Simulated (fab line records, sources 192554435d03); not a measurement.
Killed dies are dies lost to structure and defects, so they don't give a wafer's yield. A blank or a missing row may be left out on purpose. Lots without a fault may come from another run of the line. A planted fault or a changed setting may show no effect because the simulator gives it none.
Which tool did it? | flow n5_finfet | 10 lots, 29 wafers sampled, at 6 steps of a route of 1938

WHAT THE GAUGES READ, wafer by wafer
N5_BEOL_M3_THK_MEAS_01.
lot  | measured     | on            | M3_ILD_THK (nm)
L596 | day 7 01:38  | film_metro-02 | 77.4 79.0 77.7
L597 | day 7 08:13  | film_metro-01 | 78.6 79.4 79.9
L600 | day 8 03:58  | film_metro-01 | 76.5 77.5 78.6
L602 | day 8 20:07  | film_metro-02 | 78.9 79.9 79.4
L604 | day 9 03:27  | film_metro-01 | 78.4 78.6 79.9
L607 | day 10 01:59 | film_metro-02 | 77.3 77.3 78.6
L608 | day 10 05:08 | film_metro-02 | 79.4 78.4 79.0
L611 | day 11 11:44 | film_metro-01 | 56.6 57.0
L616 | day 12 11:16 | film_metro-02 | 78.2 56.8 79.4
L618 | day 12 14:47 | film_metro-02 | 79.1 77.5 79.8

N5_BEOL_M4_RC_MEAS_101.
lot  | measured     | on        | DIBL_N (mV/V)  | DIBL_P (mV/V)  | IOFF_N (nA/um)    | IOFF_P (nA/um)    | ION_N (uA/um) | ION_P (uA/um) | SS_N (mV/dec)  | SS_P (mV/dec)  | VT_N (mV)         | VT_P (mV)
L596 | day 7 19:14  | prober-02 | 37.8 37.2 38.0 | 35.0 35.9 36.3 | 0.163 0.155 0.161 | 0.205 0.225 0.222 | 663 672 664   | 456 466 457   | 72.0 71.1 71.8 | 73.1 72.1 73.2 | 250.6 249.4 250.6 | -251.6 -249.4 -248.1
L597 | day 8 05:42  | prober-02 | 36.4 37.6 36.8 | 35.9 36.8 35.5 | 0.157 0.184 0.168 | 0.212 0.222 0.214 | 680 685 683   | 470 468 468   | 70.9 71.6 71.6 | 73.2 73.4 72.8 | 248.7 247.1 247.9 | -249.4 -247.8 -248.2
L600 | day 9 03:29  | prober-01 | 37.1 35.7 36.9 | 37.2 35.8 37.4 | 0.183 0.159 0.177 | 0.225 0.202 0.217 | 700 688 693   | 469 467 467   | 71.8 71.3 71.5 | 73.9 73.1 74.4 | 247.9 246.8 248.6 | -248.5 -252.4 -251.1
L602 | day 9 20:55  | prober-01 | 33.7 36.4 37.4 | 33.6 36.3 38.2 | 0.121 0.162 0.174 | 0.176 0.223 0.237 | 664 671 670   | 462 461 458   | 70.7 70.9 71.6 | 72.0 72.7 73.3 | 253.4 249.2 249.3 | -253.6 -250.1 -247.8
L604 | day 10 10:47 | prober-02 | 35.5 34.9 36.8 | 36.8 34.7 38.0 | 0.164 0.145 0.188 | 0.225 0.190 0.240 | 658 661 677   | 457 456 466   | 71.6 71.4 72.1 | 72.9 72.5 72.9 | 248.2 249.2 245.8 | -250.1 -251.2 -249.5
L607 | day 10 21:04 | prober-02 | 37.0 37.2 37.8 | 36.7 38.1 37.9 | 0.177 0.190 0.192 | 0.185 0.202 0.205 | 682 687 686   | 456 458 459   | 71.9 71.6 71.6 | 73.0 74.1 73.4 | 247.8 247.5 244.2 | -255.2 -252.1 -253.5
L608 | day 11 01:06 | prober-02 | 38.3 36.5 37.7 | 37.4 35.2 36.0 | 0.166 0.143 0.160 | 0.247 0.202 0.222 | 669 679 670   | 462 467 455   | 71.2 71.3 71.3 | 73.4 73.2 72.9 | 248.3 247.4 249.1 | -245.2 -248.1 -247.1
L611 | day 12 08:32 | prober-02 | 38.5           | 38.1           | 0.177             | 0.247             | 692           | 472           | 71.7           | 73.6           | 246.2             | -246.2
L616 | day 13 06:31 | prober-01 | 37.0 37.3 36.8 | 36.4 36.7 36.8 | 0.156 0.175 0.174 | 0.200 0.210 0.204 | 667 675 687   | 459 459 470   | 72.0 71.3 71.8 | 74.1 74.1 74.6 | 250.4 249.3 245.5 | -252.9 -251.6 -251.3
L618 | day 13 09:50 | prober-02 | 34.1 37.0 35.6 | 32.7 36.4 35.0 | 0.122 0.164 0.149 | 0.172 0.225 0.198 | 674 673 691   | 465 463 470   | 70.9 71.6 71.2 | 72.6 73.3 73.7 | 252.4 248.5 247.3 | -251.9 -248.6 -248.5

WHICH TOOL RAN EACH LOT (tool, then ch and the chambers of the sampled wafers, then the start)
lot  | N5_BEOL_M2_ANNEAL_91         | N5_BEOL_M2_SPUTTER_92        | N5_BEOL_M2_CMP_52             | N5_BEOL_M3_ILD_DEP_00
L596 | pvd_sputter-03, day 6 23:44  | pvd_sputter-03, day 6 23:52  | cmp-04 ch 0,2,3, day 7 00:53  | pecvd-01 ch 1,2, day 7 01:34
L597 | pvd_sputter-01, day 7 06:27  | pvd_sputter-01, day 7 06:35  | cmp-04 ch 1,2, day 7 07:32    | pecvd-01 ch 0,1,2, day 7 08:08
L600 | pvd_sputter-01, day 8 02:09  | pvd_sputter-01, day 8 02:17  | cmp-02 ch 1,2,3, day 8 03:20  | pecvd-02 ch 0,2, day 8 03:53
L602 | pvd_sputter-03, day 8 18:17  | pvd_sputter-03, day 8 18:26  | cmp-02 ch 2,3, day 8 19:25    | pecvd-04 ch 0,1,2, day 8 20:04
L604 | pvd_sputter-02, day 9 01:42  | pvd_sputter-02, day 9 01:50  | cmp-04 ch 1,2,3, day 9 02:49  | pecvd-02 ch 0,1,2, day 9 03:23
L607 | pvd_sputter-03, day 10 00:11 | pvd_sputter-03, day 10 00:19 | cmp-04 ch 0,3, day 10 01:17   | pecvd-01 ch 0,1, day 10 01:55
L608 | pvd_sputter-03, day 10 03:23 | pvd_sputter-03, day 10 03:31 | cmp-02 ch 0,1, day 10 04:27   | pecvd-02 ch 0,1,2, day 10 05:04
L611 | pvd_sputter-03, day 11 09:52 | pvd_sputter-03, day 11 10:00 | cmp-03 ch 0, day 11 11:05     | pecvd-01 ch 1,2, day 11 11:40
L616 | pvd_sputter-03, day 12 09:29 | pvd_sputter-03, day 12 09:38 | cmp-03 ch 0,1,2, day 12 10:36 | pecvd-01 ch 0,2, day 12 11:11
L618 | pvd_sputter-03, day 12 13:02 | pvd_sputter-03, day 12 13:10 | cmp-02 ch 1,2, day 12 14:06   | pecvd-02 ch 0,2, day 12 14:43
- N5_BEOL_M2_ANNEAL_91: time 240 s.
- N5_BEOL_M2_SPUTTER_92: material Cu, target thk 4.5 nm, time 8.29 s.
- N5_BEOL_M2_CMP_52: polishes, stops on SiOC, t overpolish 6.8 s, target thk 40 nm.
- N5_BEOL_M3_ILD_DEP_00: deposits SiOC from DEMS/O2, target thk 79 nm, time 15.3 s.

WHAT THE TOOLS THEMSELVES READ (means of the sampled wafers that have a number; where no wafer has one, the mark that the record gives instead)
N5_BEOL_M2_ANNEAL_91.
lot  | tool           | heater_power_w (W)
L596 | pvd_sputter-03 | 793
L597 | pvd_sputter-01 | 897
L600 | pvd_sputter-01 | 853
L602 | pvd_sputter-03 | 826
L604 | pvd_sputter-02 | 824
L607 | pvd_sputter-03 | 826
L608 | pvd_sputter-03 | 794
L611 | pvd_sputter-03 | 850
L616 | pvd_sputter-03 | 788
L618 | pvd_sputter-03 | 817

N5_BEOL_M2_SPUTTER_92.
lot  | tool           | throttle_valve_pct (%)
L596 | pvd_sputter-03 | 30.1
L597 | pvd_sputter-01 | 29.9
L600 | pvd_sputter-01 | 30.1
L602 | pvd_sputter-03 | 29.8
L604 | pvd_sputter-02 | 29.8
L607 | pvd_sputter-03 | 30.2
L608 | pvd_sputter-03 | 30.1
L611 | pvd_sputter-03 | 29.7
L616 | pvd_sputter-03 | 30.0
L618 | pvd_sputter-03 | 30.1

N5_BEOL_M2_CMP_52.
lot  | tool   | barrier_field_endpoint_s (s) | motor_current_A (A) | overpolish_run_s (s) | slurry_flow_ml_min | time_to_endpoint_s (s)
L596 | cmp-04 | 24.9                         | 6.1                 | 6.802                | 150.0              | 65.4
L597 | cmp-04 | 24.7                         | 6.3                 | 6.808                | 150.1              | 64.8
L600 | cmp-02 | 25.0                         | 6.8                 | 6.805                | 150.5              | 64.3
L602 | cmp-02 | 24.8                         | 6.9                 | 6.802                | 150.0              | 63.5
L604 | cmp-04 | 24.0                         | 6.2                 | 6.797                | 150.0              | 61.2
L607 | cmp-04 | 24.8                         | 6.1                 | 6.796                | 150.0              | 59.0
L608 | cmp-02 | 24.5                         | 6.7                 | 6.803                | 149.8              | 61.2
L611 | cmp-03 | 24.7                         | 5.5                 | 6.806                | 149.9              | 65.3
L616 | cmp-03 | 24.6                         | 5.9                 | 6.802                | 150.4              | 62.4
L618 | cmp-02 | 25.3                         | 6.3                 | 6.802                | 149.6              | 64.9

N5_BEOL_M3_ILD_DEP_00.
lot  | tool     | heater_power_w (W) | showerhead_plenum_p_Torr (Torr) | throttle_valve_pct (%)
L596 | pecvd-01 | 581                | 5.691                           | 11.3
L597 | pecvd-01 | 560                | 5.701                           | 11.6
L600 | pecvd-02 | 575                | 5.709                           | 11.9
L602 | pecvd-04 | 601                | 5.699                           | 11.9
L604 | pecvd-02 | 527                | 5.685                           | 11.9
L607 | pecvd-01 | 532                | 5.690                           | 11.8
L608 | pecvd-02 | 585                | 5.698                           | 11.9
L611 | pecvd-01 | 551                | 5.681                           | 11.4
L616 | pecvd-01 | 539                | 5.693                           | 11.5
L618 | pecvd-02 | 572                | 5.710                           | 12.1

THE ANSWER, worked out from the rows above alone
Rule: what is usual is taken from the lots themselves. Put in order of their means at a reading, lots are off if they are a third of the lots or fewer, leave a main group of 4 or more, and stand apart from it by a gap of 3 or more times the standard deviation of the main group's means; of several such gaps the widest counts. A main group whose means are all the same, to the digits that the tables above print for the reading, isn't used. A lot without any number at a reading at which 4 lots or more have one is off too. The other lots that the step has rows for count as sound. The gauges are gone through in route order, then the tools' own readings, and for those a lot's mean is taken as printed above. The first step at which some lot is off is used, and at that step the reading that is off furthest; a lot without a number counts as furthest.
Off: L611, L616, at N5_BEOL_M3_THK_MEAS_01 (M3_ILD_THK). The main group: mean 78.6 nm, standard deviation 0.67.
A tool fits if, at a process step before that reading, it ran every lot that is off, and no sound lot after the first of them. The gauges at N5_BEOL_M3_THK_MEAS_01 are tried like those tools. Can't be told from this: 2 tools fit, cmp-03 at N5_BEOL_M2_CMP_52, pecvd-01 at N5_BEOL_M3_ILD_DEP_00.

WHAT THE SIMULATOR HAD PUT IN
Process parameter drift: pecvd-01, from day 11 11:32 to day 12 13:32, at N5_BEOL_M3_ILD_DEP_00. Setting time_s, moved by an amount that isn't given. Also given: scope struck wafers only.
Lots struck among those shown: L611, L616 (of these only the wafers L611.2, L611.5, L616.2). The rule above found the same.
